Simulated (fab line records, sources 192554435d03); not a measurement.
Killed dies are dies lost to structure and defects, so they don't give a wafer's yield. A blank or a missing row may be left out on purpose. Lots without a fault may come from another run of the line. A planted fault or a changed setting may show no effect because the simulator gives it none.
A struck lot beside a sound one | flow n5_finfet | 40 steps out of a route of 1938
Sound: wafers L450.2, L450.4, L450.5. Struck: wafer L458.3. (L458.1, L458.6 of the same lot were not struck and are left out.) The cause comes at the end.
At each step with rows: each side's tool, then ch and its chambers, then its first start. Under that, the readings that differ: sound wafers | struck wafers | difference of the means | sigmas: that difference in standard deviations of wafers without a fault.
alike: readings whose means differ by less than 2 such deviations, and words and numbers that are the same on both sides. not compared: withheld readings, readings that some wafer has no value for, bounds like >300 that may hide the same value, and numbers for which the record gives no deviation and whose values overlap.
The two part at a step that has a row with sigmas, a row that says differs or no value, or rows on one side only. Numbers that don't overlap but have no deviation are shown without sigmas and don't part them. A reading that every wafer of one side lacks parts them only if that side has two wafers or more.

first, 9 steps without rows for these wafers: N5_MOL_CONTACT_COAG_CVD_140 (deposits W, target thk 66.5 nm, time 215 s); N5_MOL_CONTACT_COAG_PRECLEAN_127 (cleans in DIW, time 57.5 s); N5_MOL_CONTACT_COAG_SRD_128 (dry time 32 s); N5_MOL_CONTACT_COAG_CMP_52 (polishes, stops on SiO2, t overpolish 1.5 s, target thk 66.5 nm); N5_MOL_CONTACT_COAG_ANNEAL_112 (time 1800 s); N5_BEOL_M0_SAQP_PECVD_00 (deposits SiCN from 3MS/NH3, target thk 8 nm, time 14 s); N5_BEOL_M0_SAQP_ILD_DEP_01 (deposits SiOC from DEMS/O2, target thk 45.419 nm, time 8.7 s); N5_BEOL_M0_SAQP_HM_DEP_02 (deposits TiN, target thk 12 nm); N5_BEOL_M0_SAQP_PECVD_03 (deposits SiCN from 3MS/NH3, target thk 12 nm, time 21.1 s).
N5_BEOL_M0_SAQP_PECVD_96: deposits a-Si from SiH4/He, target thk 45 nm, time 45.2 s.
  sound on pecvd-03 ch 2, day 7 04:28; struck on pecvd-03 ch 0, day 11 12:38
  alike: chamber_pressure_Torr, heater_power_w, showerhead_plenum_p_Torr, throttle_valve_pct
  not compared: since_wet_clean_h
then, 11 steps without rows for these wafers: N5_BEOL_M0_SAQP_PECVD_97 (deposits SiNx from SiH4/NH3/N2, target thk 23 nm, time 19.9 s); N5_BEOL_M0_SAQP_PECVD_04 (deposits a-Si from SiH4/He, target thk 60 nm, time 60.2 s); N5_BEOL_M0_SAQP_HM_DEP_111 (deposits SiO2 from SiH4/N2O, target thk 12 nm, time 7.2 s); N5_BEOL_M0_SAQP_COAT_81 (time 60 s, resist thk 100 nm); N5_BEOL_M0_SAQP_COAT_82 (time 60 s, resist thk 30 nm); N5_BEOL_M0_SAQP_COAT_08 (resist thk 90 nm); N5_BEOL_M0_SAQP_EBR_10; N5_BEOL_M0_SAQP_SOFTBAKE_09 (time 60 s); N5_BEOL_M0_SAQP_EXPOSE_11 (exposes mask M0 CORE, target cd 42 nm); N5_BEOL_M0_SAQP_PEB_12 (peb time 60 s); N5_BEOL_M0_SAQP_DEVELOP_13 (develop time 30 s).
N5_BEOL_M0_SAQP_INSPECT_16: inspects for defects (brightfield).
  sound on defect_inspect-02, day 7 05:15; struck on defect_inspect-01, day 11 13:25
  reading          | sound       | struck | difference | sigmas
  raw_defect_count | 328 385 646 | 1365   | +912       | +7
then, 14 steps without rows for these wafers: N5_BEOL_M0_SAQP_DESCUM_19 (chemistry O2, time 7.9 s); N5_BEOL_M0_SAQP_ETCH_83 (etches SiARC in CF4, target depth 39 nm, time 65 s); N5_BEOL_M0_SAQP_ETCH_84 (etches SOC in N2/H2, target depth 100 nm, overetch 20 nm, time 150 s); N5_BEOL_M0_SAQP_STRIP_80 (strips in N2/H2); N5_BEOL_M0_SAQP_HM_OPEN_112 (chemistry CHF3/O2, target SiO2, stops on a-Si, target depth 12 nm, time 13.5 s); N5_BEOL_M0_SAQP_STRIP_113 (strips in CHF3/O2); N5_BEOL_M0_SAQP_MANDREL_ETCH_20 (etches a-Si in HBr/Cl2, stops on SiNx, target depth 60 nm, bt time 10 s, time 30 s); N5_BEOL_M0_SAQP_STRIP_86 (strips in N2/H2); N5_BEOL_M0_SAQP_STRIP_115 (strips in post etch residue remover, time 60 s); N5_BEOL_M0_SAQP_SRD_93 (time 30 s); N5_BEOL_M0_SAQP_RECESS_114 (chemistry HF/NH3, target SiO2, target depth 14.4 nm, afs cycles 3, sublimation time 60 s); N5_BEOL_M0_SAQP_SPACER1_ALD_98 (deposits SiO2, target thk 12.8 nm, pulse time 1 s, purge time 2 s); N5_BEOL_M0_SAQP_SPACER1_ETCHBACK_99 (etches SiO2 in CHF3/O2, target depth 15.4 nm, time 7.7 s); N5_BEOL_M0_SAQP_MANDREL1_REMOVE_100 (chemistry HBr/Cl2/O2, target a-Si, stops on SiNx, bt time 10 s).
N5_BEOL_M0_SAQP_INSPECT_42: inspects for defects (brightfield).
  sound on defect_inspect-02, day 7 22:50; struck on defect_inspect-01, day 11 21:05
  reading          | sound       | struck | difference | sigmas
  raw_defect_count | 265 368 328 | 1040   | +720       | +9
N5_BEOL_M0_CUTY_INSPECT_59: inspects for defects (macro).
  sound on defect_inspect-01, day 8 01:22; struck on defect_inspect-01, day 11 23:16
  reading          | sound | struck | difference | sigmas
  raw_defect_count | 1 3 5 | >300   | differs    |
-- the record jumps here: 2 days lie between the struck wafers' starts before and after (it left off in module BEOL_M0_CUTY and takes up again in module BEOL_M4, whose first step shown is number 1111 of the route) --
N5_BEOL_M4_RC_MEAS_101:
  sound on prober-02 ch 0, day 11 14:59; struck on prober-02 ch 0, day 14 00:18
  alike: DIBL_N, DIBL_P, IOFF_N, IOFF_P, ION_N, ION_P, SS_N, SS_P, VT_N, VT_P
-- the record jumps here: 5 days lie between the struck wafers' starts before and after (it left off in module BEOL_M4 and takes up again in module PASSIVATION, whose first step shown is number 1936 of the route) --
N5_PASSIVATION_PROBE_49:
  the record has rows for the struck wafers here (prober-01, day 18 12:25) and none for the sound ones

WHERE THEY PART
First at N5_BEOL_M0_SAQP_INSPECT_16; last, within this record, at N5_PASSIVATION_PROBE_49.

WHY: what the simulator had put in
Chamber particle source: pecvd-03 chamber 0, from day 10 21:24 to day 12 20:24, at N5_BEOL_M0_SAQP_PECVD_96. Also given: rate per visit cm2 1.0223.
